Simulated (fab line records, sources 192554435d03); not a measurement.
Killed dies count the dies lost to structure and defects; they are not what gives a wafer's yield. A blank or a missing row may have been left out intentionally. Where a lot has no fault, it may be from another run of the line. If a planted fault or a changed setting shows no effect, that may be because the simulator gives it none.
Struck lot and sound lot, side by side -- flow n5 finfet -- 19 out of 1938 route steps
Sound: these wafers, L613.2, L613.5, L613.6. The struck wafers were L620.1, L620.3, L620.5. At the end, the cause is stated.
For every step that has rows: the tool of each side, followed by ch and its chambers, followed by its first start. Under that, the readings that differ: sound wafers -- struck wafers -- difference of the means -- sigmas: that difference in standard deviations of wafers without a fault.
alike: readings with means less than 2 such deviations apart, plus words and numbers identical on both sides. not compared: withheld readings, readings lacking a value on some wafer, bounds such as >300 that could conceal the same value, and numbers that have no deviation in the record and whose values overlap.
The two part at a step that has a row with sigmas, a row that says differs or no value, or rows on one side only. When numbers do not overlap yet have no deviation, they are printed without sigmas and do not part them. A reading missing from all wafers of one side parts the sides only when that side holds two or more wafers.

first, 8 steps without rows for these wafers: N5_BEOL_M2_COAT_68 (time 60 s, resist thk 12 nm); N5_BEOL_M2_COAT_76 (time 60 s, resist thk 5 nm); N5_BEOL_M2_COAT_22 (resist thk 30 nm); N5_BEOL_M2_EBR_24; N5_BEOL_M2_SOFTBAKE_23 (time 60 s); N5_BEOL_M2_EXPOSE_25 (exposes mask V1, defocus 5 nm); N5_BEOL_M2_PEB_26 (peb time 60 s); N5_BEOL_M2_DEVELOP_27 (develop time 30 s).
N5_BEOL_M2_CD_MEAS_28: target cd 26.2 nm, target cd y 24.1 nm.
  sound on cd sem-03 ch 0, day 9 11:06; struck on cd sem-03 ch 0, day 12 15:22
  alike: cd nm
N5_BEOL_M2_OVL_MEAS_29:
  sound on overlay-02 ch 0, day 9 11:08; struck on overlay-01 ch 0, day 12 15:24
  alike: V1_OVL
N5_BEOL_M2_INSPECT_30: inspects for defects (brightfield).
  struck on defect inspect-02, day 12 15:28; sound on defect inspect-02, day 9 11:11
  alike: raw defect count
N5_BEOL_M2_DESCUM_33: chemistry O2, time 7 s.
  sound on rie diel-05 ch 0,1, day 9 11:13; struck on rie diel-05 ch 0,1,3, day 12 15:29
  alike: drypump motor current A, oes product au, rf vpp V, showerhead plenum p Torr, throttle valve pct
  not compared: rf hours counter h
N5_BEOL_M2_ETCH_77: etches underlayer in N2/H2, target depth 6.5 nm, time 5.2 s.
  sound on rie diel-05 ch 0,1, day 9 11:15; struck on rie diel-05 ch 0,1,3, day 12 15:31
  no value came back on the struck wafers for any of 9 readings (bias w (W), chamber pressure mTorr (mTorr) and others); on the sound wafers bias w (W) reads 150.8 150.9 149.8
reading,sound,struck,difference,sigmas
model.CAR-EUV_of_BEOL_M2_COAT_22.thk nm (nm),20.4 20.4 20.4,26.2 26 26.2,+5.7,
  not compared: rf hours counter h
N5_BEOL_M2_ETCH_69: etches SiARC in CF4, target depth 15.6 nm, time 26 s.
  sound on rie diel-05 ch 0,1, day 9 11:16; struck on rie diel-05 ch 0,1,3, day 12 15:32
  alike: bias w, cf4 flow sccm, drypump motor current A, etch rf on time s, oes product au, rf vpp V, showerhead plenum p Torr, throttle valve pct
  not compared: rf hours counter h
N5_BEOL_M2_ALD_98: deposits SiO2, target thk 2.5 nm, pulse time 1 s, co reactant pulse time 1 s.
  sound on ald sin-02 ch 0,1, day 9 11:47; struck on ald sin-04 ch 0,3, day 12 16:09
  alike: heater power w, precursor pulse height rel
N5_BEOL_M2_ETCHBACK_99: etches SiO2 in CHF3, target depth 5 nm, time 10.4 s.
  sound on rie diel-05 ch 0,1,2, day 9 16:39; struck on rie diel-05 ch 0,2,3, day 13 02:46
reading,sound,struck,difference,sigmas
model.CAR-EUV_of_BEOL_M2_COAT_22.thk nm (nm),10.6 10.6 10.6,16.2 16.2 16.2,+5.6,
  alike: drypump motor current A, oes product au, rf vpp V, showerhead plenum p Torr, throttle valve pct
  not compared: rf hours counter h
N5_BEOL_M2_ETCH_70: etches SOC in N2/H2, target depth 80 nm, overetch 24 nm, time 130 s.
  sound on rie diel-05 ch 0,1,2, day 9 16:41; struck on rie diel-05 ch 0,2,3, day 13 02:48
  alike: bias w, chamber pressure mTorr, drypump motor current A, h2 flow sccm, oes product au, rf vpp V, showerhead plenum p Torr, throttle valve pct
  not compared: rf hours counter h
-- record jumps: 2 days separate the struck wafers' starts on either side; left off in module BEOL_M2, taken up again in module BEOL_M4, whose first shown step is the route's number 1111 --
N5_BEOL_M4_RC_MEAS_101:
  sound on prober-01 ch 0, day 12 02:44; struck on prober-02 ch 0, day 15 04:56
  alike: DIBL_N, DIBL_P, IOFF_N, IOFF_P, ION_N, ION_P, SS_N, SS_P, VT_N, VT_P
-- the record jumps here: 5 days lie between the struck wafers' starts before and after (it left off in module BEOL_M4 and takes up again in module PASSIVATION, whose first step shown is number 1936 of the route) --
N5_PASSIVATION_PROBE_49:
  struck on prober-02, day 20 04:23; sound on prober-02, day 16 09:10
reading,sound,struck,difference,sigmas
defect limited yield (%),90.9 89.3 91.5,94.2 93.5 93.0,+3.0,+2
killed at front end,67 46 48,20 38 29,-25,-2
killed dies,107 126 100,69 77 83,-35,-2
killed short,40 36 38,17 23 26,-16,-2
sort_bin_5_function (%),5.9 5.8 5.6,3.1 3.6 4.7,-2.0,-2
sort n pass,1073 1054 1080,1111 1103 1097,+35,+2
sort yield pct (%),90.9 89.3 91.5,94.2 93.5 93.0,+3.0,+2
  alike: killed_at_M0_to_M3, killed_at_M4_up, killed at contacts, killed at other, killed open, sort_bin_6_memory

WHERE THEY PART
First at N5_BEOL_M2_ETCH_77; last, within this record, at N5_PASSIVATION_PROBE_49.

WHY: the cause the simulator had injected
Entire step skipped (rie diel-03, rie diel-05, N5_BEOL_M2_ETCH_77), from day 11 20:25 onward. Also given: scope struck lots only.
